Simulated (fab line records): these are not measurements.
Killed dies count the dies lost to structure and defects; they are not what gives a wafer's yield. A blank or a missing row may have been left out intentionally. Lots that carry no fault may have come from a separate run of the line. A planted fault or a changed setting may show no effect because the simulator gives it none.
Comparing a struck lot with a sound one -- flow nandHarc -- 42 out of 1159 route steps
Sound: wafers L946.2, L946.3, L946.5. Struck: wafer L957.2 (left out: L957.3, L957.4 of the same lot, which were not struck); the cause appears at the end.
Per side, at each step with rows, come the tool, then ch with its chambers, and then its first start. Under that, the readings that differ: sound wafers -- struck wafers -- difference of the means -- sigmas: that difference in standard deviations of wafers without a fault.
alike: readings whose means differ by less than 2 such deviations, and words and numbers that are the same on both sides. not compared: withheld readings, readings that some wafer has no value for, bounds like >300 that may hide the same value, and numbers for which the record gives no deviation and whose values overlap.
A row with sigmas, a row that says differs or no value, or rows on one side alone: a step with any of these is where the two part. Non-overlapping numbers with no deviation appear without sigmas and do not part them. Lack of a reading on every wafer of one side parts them only where that side has two or more wafers.

NHARC_P_GATE_STRIP_101: strips in O2, time 20 s.
  sound on rieDiel-09 ch 0,2,3, day 5 01:17; struck on rieDiel-09 ch 1, day 7 23:04
  alike: drypumpMotorCurrentA, oesProductAu, rfVppV, showerheadPlenumPTorr, throttleValvePct
  not compared: rfHoursCounterH
then, 11 steps without rows for these wafers: NHARC_P_GATE_PRECLEAN_97 (cleans in SPM, time 600 s); NHARC_P_GATE_SRD_98; NHARC_P_GATE_PRECLEAN_99 (cleans in SC1); NHARC_P_GATE_SRD_100; NHARC_P_GATE_DEHYDRATE_38 (time 120 s); NHARC_P_GATE_HMDS_39 (time 30 s); NHARC_P_GATE_COAT_40; NHARC_P_GATE_SOFTBAKE_41 (time 95 s); NHARC_P_GATE_EBR_42; NHARC_P_GATE_EXPOSE_43 (exposes mask P NSD, target cd 720 nm); NHARC_P_GATE_PEB_44 (peb time 85 s).
NHARC_P_GATE_DEVELOP_45: time 70 s.
  sound on lithoTrack-02 ch 0, day 5 01:00; struck on lithoTrack-05 ch 0, day 7 23:00
then, 1 step without rows for these wafers: NHARC_P_GATE_HARDBAKE_47 (time 80 s).
NHARC_P_GATE_DESCUM_48: chemistry O2, time 3 s.
  sound on rieDiel-09 ch 1,2,3, day 5 02:15; struck on rieDiel-07 ch 2, day 8 00:10
reading,sound,struck,difference,sigmas
drypumpMotorCurrentA (A),6.3 6.1 6.0,5.0,-1.1,-2
oesProductAu (a.u.),0.997 0.997 0.994,1.016,+0.020,+3
model.P_GATE.cdNm (nm),720.4 720.8 719.4,118.8,-601.4,
  alike: rfVppV, showerheadPlenumPTorr, throttleValvePct
  not compared: rfHoursCounterH
next, for these wafers, 1 step has no rows: NHARC_P_GATE_IMPLANT_49.
NHARC_P_GATE_STRIP_111: strips in N2/H2, time 250 s.
  sound on plasmaAsher-01 ch 0,1, day 5 02:35; struck on plasmaAsher-02 ch 0, day 8 00:34
  alike: drypumpMotorCurrentA, heaterPowerW
  not compared: rfHoursCounterH
NHARC_P_GATE_STRIP_75: strips in O2.
  sound on plasmaAsher-01 ch 0,1, day 5 02:53; struck on plasmaAsher-02 ch 0, day 8 00:50
  alike: drypumpMotorCurrentA, heaterPowerW
  not compared: rfHoursCounterH
then, 10 steps without rows for these wafers: NHARC_P_GATE_STRIP_50 (strips in SPM, time 900 s); NHARC_P_GATE_DEHYDRATE_51 (time 120 s); NHARC_P_GATE_HMDS_52 (time 30 s); NHARC_P_GATE_COAT_53; NHARC_P_GATE_SOFTBAKE_54 (time 95 s); NHARC_P_GATE_EBR_55; NHARC_P_GATE_EXPOSE_56 (exposes mask P PSD, target cd 720 nm); NHARC_P_GATE_PEB_57 (peb time 85 s); NHARC_P_GATE_DEVELOP_58 (time 70 s); NHARC_P_GATE_HARDBAKE_60 (time 80 s).
NHARC_P_GATE_DESCUM_61: chemistry O2, time 3 s.
  sound on rieDiel-07 ch 0,2,3, day 5 03:59; struck on rieDiel-09 ch 3, day 8 01:49
reading,sound,struck,difference,sigmas
drypumpMotorCurrentA (A),5.7 4.7 5.1,6.3,+1.1,+2
  alike: oesProductAu, rfVppV, showerheadPlenumPTorr, throttleValvePct
  not compared: rfHoursCounterH
then, 2 steps without rows for these wafers: NHARC_P_GATE_IMPLANT_62; NHARC_P_GATE_STRIP_112 (strips in N2/H2, time 200 s).
NHARC_P_GATE_STRIP_76: strips in O2.
  sound on plasmaAsher-02 ch 0,1, day 5 04:55; struck on plasmaAsher-02 ch 1, day 8 02:26
  alike: drypumpMotorCurrentA, heaterPowerW
  not compared: rfHoursCounterH
then, 8 steps without rows for these wafers: NHARC_P_GATE_STRIP_63 (strips in SPM, time 900 s); NHARC_P_GATE_DEHYDRATE_83 (time 120 s); NHARC_P_GATE_HMDS_84 (time 30 s); NHARC_P_GATE_COAT_85; NHARC_P_GATE_SOFTBAKE_86 (time 95 s); NHARC_P_GATE_EBR_87; NHARC_P_GATE_EXPOSE_88 (exposes mask P HVN, target cd 2000 nm); NHARC_P_GATE_PEB_89 (peb time 85 s).
NHARC_P_GATE_DESCUM_93: chemistry O2, time 3 s.
  sound on rieDiel-09 ch 2,3, day 5 05:59; struck on rieDiel-08 ch 1, day 8 03:31
reading,sound,struck,difference,sigmas
model.P_GATE.cdNm (nm),2001 1999 2001,118.8,-1881.5,
  alike: drypumpMotorCurrentA, oesProductAu, rfVppV, showerheadPlenumPTorr, throttleValvePct
  not compared: rfHoursCounterH
-- jump in the record: it breaks off in module P_GATE and resumes in module END (first step shown: number 1159 of the route), and 14 days separate the struck wafers' starts before and after --
NHARC_END_SORT_01:
  here the record holds rows for the struck wafers (prober-02 ch 0, day 22 01:15) but none for the sound ones

== WHERE THEY PART ==
Last at NHARC_END_SORT_01 as far as this record goes, first at NHARC_P_GATE_DESCUM_48.

WHY: whatever the simulator had introduced
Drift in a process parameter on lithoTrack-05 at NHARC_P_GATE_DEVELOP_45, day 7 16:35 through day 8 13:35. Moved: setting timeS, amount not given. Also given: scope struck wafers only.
